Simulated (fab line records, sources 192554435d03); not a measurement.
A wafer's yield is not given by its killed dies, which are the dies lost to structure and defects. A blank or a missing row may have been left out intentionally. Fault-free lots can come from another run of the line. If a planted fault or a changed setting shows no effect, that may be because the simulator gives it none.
Split-lot experiment + flow n5_finfet + on a route of 1938 steps: 7 lots, 21 wafers read

ABOUT THE SPLIT
At N5_BEOL_M9_COAT_22 (resist thk 30 nm), the setting spin_rpm was moved away from the recipe's 1500 rpm on 4 of the 21 wafers read, by -6.0% to +7.2%. For the rest of the wafers, this setting stayed at what the recipe calls for.

FROM THE SPLIT TO THE READING: what the file shows between them, 5 steps
- N5_BEOL_M9_EBR_24
- N5_BEOL_M9_SOFTBAKE_23: time 60 s
- N5_BEOL_M9_EXPOSE_25: exposes mask V8
- N5_BEOL_M9_PEB_26: peb time 60 s
- N5_BEOL_M9_DEVELOP_27: develop time 30 s

THE READING
CAR-EUV_of_BEOL_M9_COAT_22.thk_nm (the simulator's own value, which no gauge read), in nm, at N5_BEOL_M9_DESCUM_33 (chemistry O2, time 7 s). No usual value for it is given in the file. Here, 17 wafers ran the recipe; their average is 26.1 nm with a standard deviation of 0.12 nm.

| wafer  | tool, chamber at the split | spin_rpm as run, rpm | against the recipe | CAR-EUV_of_BEOL_M9_COAT_22.thk_nm, nm | against lot-mates on the recipe |
|--------|----------------------------|----------------------|--------------------|---------------------------------------|---------------------------------|
| L075.1 | litho_track-03, 0          | 1500                 | recipe             | 26                                    | -                               |
| L075.5 | litho_track-03, 0          | 1500                 | recipe             | 26                                    | -                               |
| L075.3 | litho_track-03, 0          | 1500                 | recipe             | 26.2                                  | -                               |
| L074.2 | litho_track-01, 0          | 1608                 | +7.2%              | 25                                    | -1.2                            |
| L074.6 | litho_track-01, 0          | 1608                 | +7.2%              | 25                                    | -1.2                            |
| L074.5 | litho_track-01, 0          | 1500                 | recipe             | 26.2                                  | -                               |
| L078.3 | litho_track-04, 0          | 1500                 | recipe             | 25.8                                  | -                               |
| L078.5 | litho_track-04, 0          | 1500                 | recipe             | 26.2                                  | -                               |
| L078.6 | litho_track-04, 0          | 1500                 | recipe             | 26.2                                  | -                               |
| L080.2 | litho_track-03, 0          | 1500                 | recipe             | 26                                    | -                               |
| L080.4 | litho_track-03, 0          | 1500                 | recipe             | 26                                    | -                               |
| L080.5 | litho_track-03, 0          | 1500                 | recipe             | 26                                    | -                               |
| L084.1 | litho_track-01, 0          | 1410                 | -6.0%              | 27.2                                  | +1.0                            |
| L084.3 | litho_track-01, 0          | 1410                 | -6.0%              | 27.2                                  | +1.0                            |
| L084.2 | litho_track-01, 0          | 1500                 | recipe             | 26.2                                  | -                               |
| L086.1 | litho_track-01, 0          | 1500                 | recipe             | 26.2                                  | -                               |
| L086.2 | litho_track-01, 0          | 1500                 | recipe             | 26.2                                  | -                               |
| L086.4 | litho_track-01, 0          | 1500                 | recipe             | 26.2                                  | -                               |
| L092.1 | litho_track-01, 0          | 1500                 | recipe             | 26.2                                  | -                               |
| L092.3 | litho_track-01, 0          | 1500                 | recipe             | 26.2                                  | -                               |
| L092.4 | litho_track-01, 0          | 1500                 | recipe             | 26.2                                  | -                               |

THE FIT
A straight line over all 21 wafers: CAR-EUV_of_BEOL_M9_COAT_22.thk_nm changes by -0.166 nm for each +1% of spin_rpm; r = -0.97; the points scatter about the line by 0.12 nm.
The same after taking each lot's own level away (the mean of its wafers on the recipe; 21 wafers): -0.167 nm for each +1%; r = -0.99; scatter 0.084 nm.
According to that fit, moving spin_rpm by its largest amount changes the reading by 1.2 nm.
Measured against the standard deviation above, the lots' own levels, which go from 26.00 to 26.20 nm, span 1.7 times it.
So the lot-to-lot level changes the slope little: the two slopes agree.
Check: with one of the wafers moved furthest among these (+7.2%) left out of the fit, the line predicts -1.2 nm for it against its lot-mates. It came out at -1.2 nm against them.

FURTHER SPLITS ON THESE WAFERS
These wafers also went through other splits before the reading. Each is held against what the fit with the lots' levels taken away leaves over:
| other split on the same wafers   | wafers away from the commonest value | r with CAR-EUV_of_BEOL_M9_COAT_22.thk_nm (lot level and that fit taken away) |
|----------------------------------|--------------------------------------|------------------------------------------------------------------------------|
| N5_BEOL_M8_ILD_DEP_00 time_s     | 7                                    | -0.14                                                                        |
| N5_BEOL_M8_TRENCH_ETCH_37 bias_w | 2                                    | +0.00                                                                        |

THE WHOLE CHAIN: every reading that the file lists as answering this split, in the file's order
| step                  | what it does           | reading                                                                            | change (the file's fit)               | r (the file's) |
|-----------------------|------------------------|------------------------------------------------------------------------------------|---------------------------------------|----------------|
| N5_BEOL_M9_COAT_22    | resist thk 30 nm       | CAR-EUV_of_BEOL_M9_COAT_22.thk_nm (the simulator's own value, which no gauge read) | -0.157 nm for each +1% of the setting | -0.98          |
| N5_BEOL_M9_DEVELOP_27 | develop time 30 s      | CAR-EUV_of_BEOL_M9_COAT_22.thk_nm (the simulator's own value, which no gauge read) | -0.15 nm for each +1% of the setting  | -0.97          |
| N5_BEOL_M9_DESCUM_33  | chemistry O2, time 7 s | CAR-EUV_of_BEOL_M9_COAT_22.thk_nm (the simulator's own value, which no gauge read) | -0.167 nm for each +1% of the setting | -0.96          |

FILE'S OWN FIT
CAR-EUV_of_BEOL_M9_COAT_22.thk_nm changes by -0.167 nm for each +1% of spin_rpm, r = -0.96.
